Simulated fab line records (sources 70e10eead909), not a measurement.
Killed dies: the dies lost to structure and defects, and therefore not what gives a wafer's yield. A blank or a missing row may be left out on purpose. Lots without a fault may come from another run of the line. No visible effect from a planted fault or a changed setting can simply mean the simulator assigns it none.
fab line records	flow nandHarc	part 1 of 2: steps 1 to 21 of 27
record lots=5	wafers=15	lastDay=31
route steps=1302 shown A_STAIRCASE@646
lots with no fault: from the same line, run without faults
startH: hours from the record's first day to the start of the lot's first wafer shown	waitH: how many hours have passed since the lot's step before this one	" identical to the entry in the row above	L1.1+2: a row that stands for several wafers	- no value, or no start given	* or withheld: withheld	< > ~ a bound
route shown NAME@n: a module of which the file shows steps, and the number in the route of the first	usual: the fault-free wafers' mean and standard deviation	same: alike in all rows	chamber/n: place in a boat	sites: the reading at each site	_std_site: the standard deviation of these	_edge_site: the outer-site mean with the inner-site mean subtracted	radiusMm: for every site, how far away it sits from the centre of the wafer	mask NAME#n: copy n	behind: the tool/chamber that last shaped the wafer	hold: reason for holding the lot/hours on hold/outcome of the hold	device: transistor that didn't switch, given as n, p or np	end of line: tests of these same wafers at the route's end	a step without rows: its recipe alone	killed: dies lost to structure and defects at the first sort, not the wafer's yield	map: the dies of a wafer, with x for killed, . for not killed, _ for no die there
set.NAME: setting as actually run; set.NAME@STEP: the setting as run at that earlier step	model.NAME: the simulator's own value behind a step, which no gauge read
a table for each step, a row for each wafer; lots at some steps of the route
services: from which hour (startH, from the record's first day; less than 0 if before it) a tool's chamber was out of use, for how many hours, and why
## steps
# step NHARC_A_STAIRCASE_PEB_164
# recipe pebTempC=115	pebTimeS=130
# usual chillPlateTempC=22.98/0.13
lot.wafer	tool	chamber	startH	waitH	chillPlateTempC
L075.3	lithoTrack-07	0	353.38	0.1	23.20
L075.4	"	0	"	"	23.15
L075.6	"	0	"	"	23.12
L086.1	lithoTrack-02	0	469.81	0.1	22.93
L086.2	"	0	"	"	22.79
L086.4	"	0	"	"	22.79
L090.1	lithoTrack-03	0	506.02	0.1	22.80
L090.2	"	0	"	"	22.92
L090.4	"	0	"	"	22.82
L087.2	lithoTrack-07	0	506.06	0.1	23.15
L087.4	"	0	"	"	23.05
L087.5	"	0	"	"	23.06
L089.1	lithoTrack-03	0	509.25	0.1	23.13
L089.3	"	0	"	"	23.02
L089.6	"	0	"	"	23.06
# step NHARC_A_STAIRCASE_DEVELOP_165
# recipe timeS=140
# usual chillPlateTempC=22.99/0.096
lot.wafer	tool	chamber	startH	waitH	chillPlateTempC
L075.3	lithoTrack-07	0	-	-	22.88
L075.4	"	0	"	"	22.86
L075.6	"	0	"	"	23.10
L086.1	lithoTrack-02	0	-	-	23.03
L086.2	"	0	"	"	22.98
L086.4	"	0	"	"	22.86
L090.1	lithoTrack-03	0	-	-	22.90
L090.2	"	0	"	"	23.06
L090.4	"	0	"	"	22.90
L087.2	lithoTrack-07	0	-	-	23.07
L087.4	"	0	"	"	23.11
L087.5	"	0	"	"	23.12
L089.1	lithoTrack-03	0	-	-	22.97
L089.3	"	0	"	"	23.00
L089.6	"	0	"	"	22.97
# step NHARC_A_STAIRCASE_HARDBAKE_167
# recipe tempC=120	timeS=140
# usual chillPlateTempC=22.99/0.1
lot.wafer	tool	chamber	startH	waitH	chillPlateTempC
L075.3	lithoTrack-07	0	353.61	-	22.90
L075.4	"	0	"	"	23.07
L075.6	"	0	"	"	22.87
L086.1	lithoTrack-03	0	470.03	-	23.01
L086.2	"	0	"	"	22.98
L086.4	"	0	"	"	22.88
L090.1	lithoTrack-02	0	506.24	-	23.05
L090.2	"	0	"	"	22.87
L090.4	"	0	"	"	23.08
L087.2	lithoTrack-03	0	506.28	-	22.97
L087.4	"	0	"	"	23.05
L087.5	"	0	"	"	22.96
L089.1	lithoTrack-02	0	509.47	-	22.90
L089.3	"	0	"	"	22.94
L089.6	"	0	"	"	22.86
# step NHARC_A_STAIRCASE_DESCUM_168
# recipe timeS=3	o2FlowSccm=200	arFlowSccm=0	biasPowerW=0	chemistry=O2
# usual drypumpMotorCurrentA=5.8/0.36	mfcArSccm=0.007/0.012	o2FlowSccm=200.1/0.57	oesProductAu=1.000/0.017	rfVppV=57.9/0.85	showerheadPlenumPTorr=1.94/0.093	throttleValvePct=11.311/0.0099
lot.wafer	tool	chamber	startH	waitH	drypumpMotorCurrentA	mfcArSccm	o2FlowSccm	oesProductAu	rfHoursCounterH	rfVppV	showerheadPlenumPTorr	throttleValvePct
L075.4	rieDiel-10	2	353.70	-	5.7	0.023	200.4	1.032	32	56.9	1.90	11.286
L075.3	"	0	"	"	5.6	0	199.4	1.000	31	57.7	1.90	11.333
L075.6	"	2	"	"	5.7	0.023	200.1	1.024	-	58.6	1.90	11.326
L086.4	rieDiel-11	3	470.13	-	6.0	0	200.7	1.020	6	59.4	1.90	11.314
L086.2	"	0	"	"	5.6	0.010	198.9	0.979	7	57.1	1.99	11.318
L086.1	"	1	"	"	5.5	0.007	200.2	0.970	8	57.0	2.06	11.313
L090.2	rieDiel-10	3	506.33	-	5.9	0	200.1	0.985	32	58.6	2.07	11.307
L090.4	"	1	"	"	5.2	0	199.5	0.984	15	56.4	1.94	11.300
L090.1	"	2	"	"	5.7	0.023	200.2	0.985	31	56.9	1.88	11.320
L087.4	rieDiel-05	0	506.37	-	6.6	0	199.9	1.032	26	56.8	1.84	11.308
L087.2	"	2	"	"	6.1	0.044	200.7	1.010	27	57.1	1.79	11.307
L087.5	"	0	"	"	6.5	0	199.4	1.033	-	57.0	1.84	11.302
L089.3	rieDiel-10	3	509.56	-	5.9	0	200.0	1.002	33	57.4	2.07	11.308
L089.1	"	2	"	"	5.7	0.023	199.1	0.984	33	57.5	1.88	11.314
L089.6	"	0	"	"	5.7	0	200.5	0.995	-	58.0	1.89	11.308
# step NHARC_A_STAIRCASE_ETCH_169
# recipe targetDepthA=500	timeS=107.1	ionEnergyEv=120	ch3fFlowSccm=50	o2FlowSccm=30	arFlowSccm=200	rfW=500	biasW=100	chemistry=CH3F/O2
# usual drypumpMotorCurrentA=5.9/0.36	mfcArSccm=200.0/0.63	o2FlowSccm=30.00/0.089	oesProductAu=0.955/0.021	rfVppV=244.9/1.8	showerheadPlenumPTorr=2.50/0.12	throttleValvePct=20.663/0.01
lot.wafer	tool	chamber	startH	waitH	drypumpMotorCurrentA	mfcArSccm	o2FlowSccm	oesProductAu	rfHoursCounterH	rfVppV	showerheadPlenumPTorr	throttleValvePct
L075.3	rieDiel-10	3	353.78	0.1	5.9	201.4	30.04	0.983	28	243.3	2.29	20.643
L075.4	"	2	"	"	5.7	199.7	30.14	0.985	32	246.7	2.44	20.666
L075.6	"	3	"	"	5.9	199.8	30.00	0.980	-	242.1	2.29	20.655
L086.1	rieDiel-11	3	470.21	0.1	6.0	200.5	30.08	0.984	6	243.3	2.45	20.649
L086.2	"	1	"	"	5.5	201.2	29.99	0.941	8	246.2	2.63	20.677
L086.4	"	2	"	"	6.1	200.0	30.01	0.937	8	245.9	2.61	20.671
L090.4	rieDiel-10	0	506.42	0.1	5.7	200.2	30.10	0.920	27	244.3	2.43	20.675
L090.1	"	1	"	"	5.2	200.2	30.01	0.928	15	245.9	2.49	20.665
L090.2	"	2	"	"	5.7	199.3	30.10	0.942	32	242.5	2.42	20.662
L087.2	rieDiel-05	3	506.45	0.1	5.9	199.9	30.10	0.995	18	241.5	2.29	20.666
L087.4	"	2	"	"	6.1	199.8	30.03	0.990	27	241.7	2.31	20.682
L087.5	"	3	"	"	5.9	199.7	29.99	1.003	-	241.7	2.29	20.668
L089.3	rieDiel-10	0	509.72	0.1	5.7	199.2	30.10	0.937	29	243.9	2.43	20.661
L089.1	"	1	"	"	5.2	199.5	30.04	0.950	17	245.3	2.49	20.676
L089.6	"	3	"	"	5.9	201.1	29.93	0.945	-	247.3	2.65	20.658
# step NHARC_A_STAIRCASE_ETCH_170
# recipe targetDepthA=2000	timeS=66.667	ionEnergyEv=250	c4f6FlowSccm=25	o2FlowSccm=20	arFlowSccm=500	rfW=600	biasW=500	chemistry=C4F6/O2
# usual drypumpMotorCurrentA=5.8/0.37	mfcArSccm=500.2/1.6	o2FlowSccm=19.99/0.064	oesProductAu=0.972/0.018	rfVppV=548/3.6	showerheadPlenumPTorr=3.98/0.18	throttleValvePct=26.904/0.0086
lot.wafer	tool	chamber	startH	waitH	drypumpMotorCurrentA	mfcArSccm	o2FlowSccm	oesProductAu	rfHoursCounterH	rfVppV	showerheadPlenumPTorr	throttleValvePct
L075.4	rieDiel-10	1	-	-	5.2	502.8	20.03	0.969	35	548	4.00	26.901
L075.3	"	2	"	"	5.7	498.8	20.03	0.996	32	546	3.89	26.908
L075.6	"	2	"	"	5.7	498.1	19.98	0.989	-	546	3.89	26.886
L086.1	rieDiel-11	1	-	-	5.5	502.8	20.03	0.954	8	553	4.19	26.900
L086.4	"	3	"	"	6.1	500.9	19.89	0.996	6	548	3.91	26.916
L086.2	"	0	"	"	5.6	499.6	20.11	0.977	7	550	4.08	26.915
L090.2	rieDiel-10	1	-	-	5.2	500.5	19.87	0.944	15	547	3.97	26.910
L090.4	"	2	"	"	5.7	498.6	20.09	0.955	32	545	3.86	26.896
L090.1	"	0	"	"	5.7	500.4	19.89	0.949	27	546	3.88	26.903
L087.2	rieDiel-05	2	-	-	6.1	503.0	20.05	0.991	27	543	3.70	26.897
L087.4	"	3	"	"	5.9	499.4	19.85	1.007	18	542	3.67	26.917
L087.5	"	3	"	"	5.9	500.2	19.94	1.008	-	542	3.67	26.907
L089.3	rieDiel-10	2	-	-	5.7	500.6	20.01	0.972	33	546	3.86	26.918
L089.1	"	1	"	"	5.2	501.3	20.01	0.968	17	549	3.97	26.901
L089.6	"	3	"	"	5.9	501.3	19.86	0.964	-	553	4.21	26.892
# step NHARC_A_STAIRCASE_STRIP_171
# recipe powerW=1500	tempC=250	chemistry=O2
# usual drypumpMotorCurrentA=6.1/0.58	heaterPowerW=307/24	rfReflPowerW=15/3.8
lot.wafer	tool	chamber	startH	waitH	drypumpMotorCurrentA	heaterPowerW	rfHoursCounterH	rfReflPowerW
L075.4	plasmaAsher-01	1	354.10	-	4.9	334	-	13
L075.3	"	0	"	"	6.3	317	-	22
L075.6	"	0	"	"	6.3	317	-	23
L086.1	plasmaAsher-02	0	471.40	-	6.1	314	9	12
L086.2	"	1	"	"	6.6	275	9	13
L086.4	"	1	"	"	6.5	278	-	13
L090.2	plasmaAsher-01	1	506.65	-	4.9	326	25	14
L090.1	"	0	"	"	6.3	310	25	22
L090.4	"	0	"	"	6.3	315	-	23
L087.2	plasmaAsher-02	1	506.87	-	6.6	273	18	-
L087.4	"	1	"	"	6.6	283	-	-
L087.5	"	1	"	"	6.6	274	-	-
L089.1	plasmaAsher-02	1	509.98	-	6.6	277	18	13
L089.3	"	0	"	"	6.1	317	-	13
L089.6	"	1	"	"	6.6	281	-	13
# step NHARC_A_STAIRCASE_STRIP_172
# recipe timeS=900	tempC=130	chemistry=SPM
lot.wafer	tool	chamber	startH	waitH
L075.4+3+6	wetBench-06	2,3,6	354.36	0.2
L086.2+4+1	wetBench-04	3,4,5	471.75	0.3
L090.4+1+2	wetBench-06	3,5,6	507.00	0.2
L087.2+4+5	wetBench-04	7,1,3	507.23	0.3
L089.1+6+3	wetBench-04	0,1,4	510.29	0.3
# step NHARC_A_STAIRCASE_PRECLEAN_173
# recipe timeS=*	tempC=50	bathAgeMin=0	chemistry=SC1
lot.wafer	tool	chamber	startH	waitH
L075.4+3+6	wetBench-06	2,3,6	-	-
L086.2+4+1	wetBench-04	3,4,5	-	-
L090.4+1+2	wetBench-06	3,5,6	-	-
L087.2+4+5	wetBench-04	7,1,3	-	-
L089.1+6+3	wetBench-04	0,1,4	-	-
# step NHARC_A_STAIRCASE_SRD_174
lot.wafer	tool	chamber	startH	waitH
L075.4+3+6	wetBench-06	2,3,6	-	-
L086.2+4+1	wetBench-04	3,4,5	-	-
L090.4+1+2	wetBench-06	3,5,6	-	-
L087.2+4+5	wetBench-04	7,1,3	-	-
L089.1+6+3	wetBench-04	0,1,4	-	-
# step NHARC_A_STAIRCASE_DEHYDRATE_01
# recipe tempC=150	timeS=120
# usual chillPlateTempC=22.99/0.1
lot.wafer	tool	chamber	startH	waitH	chillPlateTempC
L075.3	lithoTrack-02	0	354.82	-	22.85
L075.4	"	0	"	"	22.92
L075.6	"	0	"	"	22.95
L086.1	lithoTrack-07	0	472.20	-	22.87
L086.2	"	0	"	"	23.07
L086.4	"	0	"	"	22.97
L090.1	lithoTrack-03	0	507.46	-	22.90
L090.2	"	0	"	"	23.01
L090.4	"	0	"	"	23.07
L087.2	lithoTrack-03	0	507.67	-	23.01
L087.4	"	0	"	"	22.92
L087.5	"	0	"	"	23.09
L089.1	lithoTrack-03	0	510.74	-	22.88
L089.3	"	0	"	"	22.93
L089.6	"	0	"	"	23.05
# step NHARC_A_STAIRCASE_HMDS_02
# recipe timeS=30
# usual chillPlateTempC=23.00/0.12
lot.wafer	tool	chamber	startH	waitH	chillPlateTempC
L075.3	lithoTrack-02	0	-	-	22.92
L075.4	"	0	"	"	23.07
L075.6	"	0	"	"	23.08
L086.1	lithoTrack-07	0	-	-	22.99
L086.2	"	0	"	"	22.78
L086.4	"	0	"	"	22.98
L090.1	lithoTrack-03	0	-	-	23.16
L090.2	"	0	"	"	23.20
L090.4	"	0	"	"	23.01
L087.2	lithoTrack-03	0	-	-	22.97
L087.4	"	0	"	"	23.17
L087.5	"	0	"	"	23.12
L089.1	lithoTrack-03	0	-	-	22.75
L089.3	"	0	"	"	22.81
L089.6	"	0	"	"	22.91
# step NHARC_A_STAIRCASE_COAT_03
# recipe spinRpm=1200
# usual chillPlateTempC=23.00/0.11
lot.wafer	tool	chamber	startH	waitH	chillPlateTempC
L075.3	lithoTrack-02	0	-	-	22.99
L075.4	"	0	"	"	22.81
L075.6	"	0	"	"	22.76
L086.1	lithoTrack-07	0	-	-	23.10
L086.2	"	0	"	"	23.07
L086.4	"	0	"	"	22.91
L090.1	lithoTrack-03	0	-	-	22.79
L090.2	"	0	"	"	22.77
L090.4	"	0	"	"	22.90
L087.2	lithoTrack-03	0	-	-	23.05
L087.4	"	0	"	"	23.08
L087.5	"	0	"	"	22.97
L089.1	lithoTrack-03	0	-	-	23.05
L089.3	"	0	"	"	22.92
L089.6	"	0	"	"	22.94
# step NHARC_A_STAIRCASE_SOFTBAKE_04
# recipe tempC=135	timeS=170
# usual chillPlateTempC=22.98/0.1
lot.wafer	tool	chamber	startH	waitH	chillPlateTempC
L075.3	lithoTrack-02	0	-	-	23.07
L075.4	"	0	"	"	23.00
L075.6	"	0	"	"	22.95
L086.1	lithoTrack-07	0	-	-	22.95
L086.2	"	0	"	"	22.99
L086.4	"	0	"	"	22.98
L090.1	lithoTrack-03	0	-	-	22.98
L090.2	"	0	"	"	23.06
L090.4	"	0	"	"	23.09
L087.2	lithoTrack-03	0	-	-	23.00
L087.4	"	0	"	"	22.90
L087.5	"	0	"	"	22.95
L089.1	lithoTrack-03	0	-	-	22.87
L089.3	"	0	"	"	22.94
L089.6	"	0	"	"	22.92
# step NHARC_A_STAIRCASE_EBR_05
# usual chillPlateTempC=22.99/0.11
lot.wafer	tool	chamber	startH	waitH	chillPlateTempC
L075.3	lithoTrack-02	0	-	-	23.23
L075.4	"	0	"	"	22.98
L075.6	"	0	"	"	23.01
L086.1	lithoTrack-07	0	-	-	23.00
L086.2	"	0	"	"	22.82
L086.4	"	0	"	"	22.93
L090.1	lithoTrack-03	0	-	-	23.03
L090.2	"	0	"	"	23.10
L090.4	"	0	"	"	22.96
L087.2	lithoTrack-03	0	-	-	23.13
L087.4	"	0	"	"	23.20
L087.5	"	0	"	"	23.12
L089.1	lithoTrack-03	0	-	-	22.91
L089.3	"	0	"	"	22.86
L089.6	"	0	"	"	22.85
# step NHARC_A_STAIRCASE_EXPOSE_06
# recipe na=0.5	doseMj=25.43	maskId=STAIR
lot.wafer	tool	chamber	startH	waitH	mask
L075.3+4+6	krfScanner-02	0	355.04	-	STAIR#0
L086.1+2+4	krfScanner-01	0	472.41	-	STAIR#0
L090.1+2+4	krfScanner-01	0	507.67	-	STAIR#0
L087.2+4+5	krfScanner-02	0	508.01	-	STAIR#0
L089.1+3+6	krfScanner-02	0	510.94	-	STAIR#0
# step NHARC_A_STAIRCASE_PEB_07
# recipe pebTempC=115	pebTimeS=130
# usual chillPlateTempC=22.99/0.1
lot.wafer	tool	chamber	startH	waitH	chillPlateTempC
L075.3	lithoTrack-02	0	355.09	0.0	22.86
L075.4	"	0	"	"	23.05
L075.6	"	0	"	"	22.96
L086.1	lithoTrack-03	0	472.48	0.1	23.04
L086.2	"	0	"	"	23.14
L086.4	"	0	"	"	23.03
L090.1	lithoTrack-07	0	507.74	0.1	22.96
L090.2	"	0	"	"	23.09
L090.4	"	0	"	"	23.09
L087.2	lithoTrack-03	0	508.08	0.1	23.07
L087.4	"	0	"	"	23.05
L087.5	"	0	"	"	22.91
L089.1	lithoTrack-07	0	511.01	0.1	22.92
L089.3	"	0	"	"	23.01
L089.6	"	0	"	"	23.00
# step NHARC_A_STAIRCASE_DEVELOP_08
# recipe timeS=140
# usual chillPlateTempC=23.00/0.094
lot.wafer	tool	chamber	startH	waitH	chillPlateTempC
L075.3	lithoTrack-02	0	-	-	22.99
L075.4	"	0	"	"	23.06
L075.6	"	0	"	"	23.08
L086.1	lithoTrack-03	0	-	-	22.95
L086.2	"	0	"	"	23.07
L086.4	"	0	"	"	23.11
L090.1	lithoTrack-07	0	-	-	22.94
L090.2	"	0	"	"	23.01
L090.4	"	0	"	"	23.07
L087.2	lithoTrack-03	0	-	-	22.95
L087.4	"	0	"	"	23.09
L087.5	"	0	"	"	22.99
L089.1	lithoTrack-07	0	-	-	23.08
L089.3	"	0	"	"	23.12
L089.6	"	0	"	"	22.96
# step NHARC_A_STAIRCASE_HARDBAKE_10
# recipe tempC=120	timeS=140
# usual chillPlateTempC=23.00/0.11
lot.wafer	tool	chamber	startH	waitH	chillPlateTempC
L075.3	lithoTrack-03	0	355.32	-	23.03
L075.4	"	0	"	"	22.90
L075.6	"	0	"	"	23.05
L086.1	lithoTrack-03	0	472.69	-	22.95
L086.2	"	0	"	"	22.82
L086.4	"	0	"	"	22.84
L090.1	lithoTrack-02	0	507.95	-	22.91
L090.2	"	0	"	"	22.83
L090.4	"	0	"	"	23.01
L087.2	lithoTrack-02	0	508.30	-	23.20
L087.4	"	0	"	"	22.96
L087.5	"	0	"	"	23.24
L089.1	lithoTrack-02	0	511.23	-	22.90
L089.3	"	0	"	"	22.96
L089.6	"	0	"	"	22.84
# step NHARC_A_STAIRCASE_DESCUM_11
# recipe timeS=3	o2FlowSccm=200	arFlowSccm=0	biasPowerW=0	chemistry=O2
# usual drypumpMotorCurrentA=5.9/0.38	mfcArSccm=0.007/0.013	o2FlowSccm=200.1/0.58	oesProductAu=1.003/0.018	rfVppV=57.8/0.94	showerheadPlenumPTorr=1.92/0.099	throttleValvePct=11.311/0.0087
lot.wafer	tool	chamber	startH	waitH	drypumpMotorCurrentA	mfcArSccm	o2FlowSccm	oesProductAu	rfHoursCounterH	rfVppV	showerheadPlenumPTorr	throttleValvePct
L075.4	rieDiel-05	0	355.40	-	6.6	0	201.0	1.006	40	56.8	1.85	11.300
L075.3	"	1	"	"	6.1	0	199.5	1.013	40	57.7	2.05	11.309
L075.6	"	0	"	"	6.6	0	200.7	1.000	-	58.4	1.85	11.301
L086.2	rieDiel-10	2	472.80	-	5.7	0.023	200.9	1.004	19	56.3	1.88	11.308
L086.1	"	3	"	"	5.9	0	199.5	0.990	19	58.2	2.07	11.321
L086.4	"	0	"	"	5.7	0	200.0	0.990	18	57.2	1.89	11.319
L090.2	rieDiel-05	2	508.05	-	6.1	0.044	201.1	0.998	27	56.8	1.79	11.315
L090.1	"	3	"	"	6.0	0	199.9	1.027	18	57.3	1.78	11.317
L090.4	"	0	"	"	6.6	0	200.1	1.038	26	57.0	1.84	11.315
L087.4	rieDiel-11	2	508.38	-	6.1	0.000	199.3	0.971	17	58.5	2.04	11.310
L087.2	"	0	"	"	5.6	0.010	200.6	0.984	18	58.2	1.99	11.303
L087.5	"	2	"	"	6.1	0.000	199.0	0.978	-	58.1	2.04	11.318
L089.3	rieDiel-11	3	511.33	-	6.0	0	200.0	1.027	19	57.1	1.90	11.311
L089.1	"	1	"	"	5.5	0.007	199.6	0.978	18	56.8	2.05	11.321
L089.6	"	3	"	"	6.0	0	199.6	1.012	-	57.3	1.90	11.307
# step NHARC_A_STAIRCASE_TRIM_12
# recipe timeS=211.2	o2FlowSccm=500	arFlowSccm=0	biasW=0	chemistry=O2
# usual drypumpMotorCurrentA=5.9/0.37	mfcArSccm=0.008/0.014	o2FlowSccm=500.0/1.5	oesProductAu=1.002/0.018	rfVppV=57.8/0.96	showerheadPlenumPTorr=3.55/0.18	throttleValvePct=17.037/0.0092
lot.wafer	tool	chamber	startH	waitH	drypumpMotorCurrentA	mfcArSccm	o2FlowSccm	oesProductAu	rfHoursCounterH	rfVppV	showerheadPlenumPTorr	throttleValvePct
L075.4	rieDiel-05	0	355.50	0.1	6.7	0	500.8	1.007	40	56.5	3.42	17.046
L075.3	"	2	"	"	6.2	0.044	499.6	1.014	40	58.3	3.34	17.023
L075.6	"	3	"	"	5.9	0	500.7	1.014	-	56.7	3.31	17.026
L086.2	rieDiel-10	0	472.87	0.1	5.7	0	499.8	0.986	18	58.3	3.49	17.033
L086.4	"	1	"	"	5.2	0	499.5	0.995	7	57.2	3.58	17.055
L086.1	"	2	"	"	5.7	0.023	502.8	0.998	19	57.9	3.48	17.034
L090.1	rieDiel-05	1	508.14	0.1	6.1	0	500.3	0.995	26	57.9	3.73	17.031
L090.2	"	2	"	"	6.2	0.044	499.4	1.008	27	56.1	3.32	17.038
L090.4	"	3	"	"	5.9	0	499.3	1.018	18	57.7	3.30	17.034
L087.2	rieDiel-11	1	508.65	0.2	5.5	0.007	502.1	0.970	17	58.5	3.77	17.039
L087.4	"	3	"	"	6.1	0	499.0	1.020	18	56.5	3.51	17.043
L087.5	"	1	"	"	5.5	0.007	502.2	0.979	-	58.8	3.77	17.029
L089.3	rieDiel-11	2	511.41	0.1	6.2	0.000	500.2	0.986	19	57.7	3.74	17.026
L089.1	"	1	"	"	5.4	0.007	501.1	0.981	18	58.2	3.77	17.038
L089.6	"	3	"	"	6.1	0	499.2	1.029	-	58.5	3.51	17.039
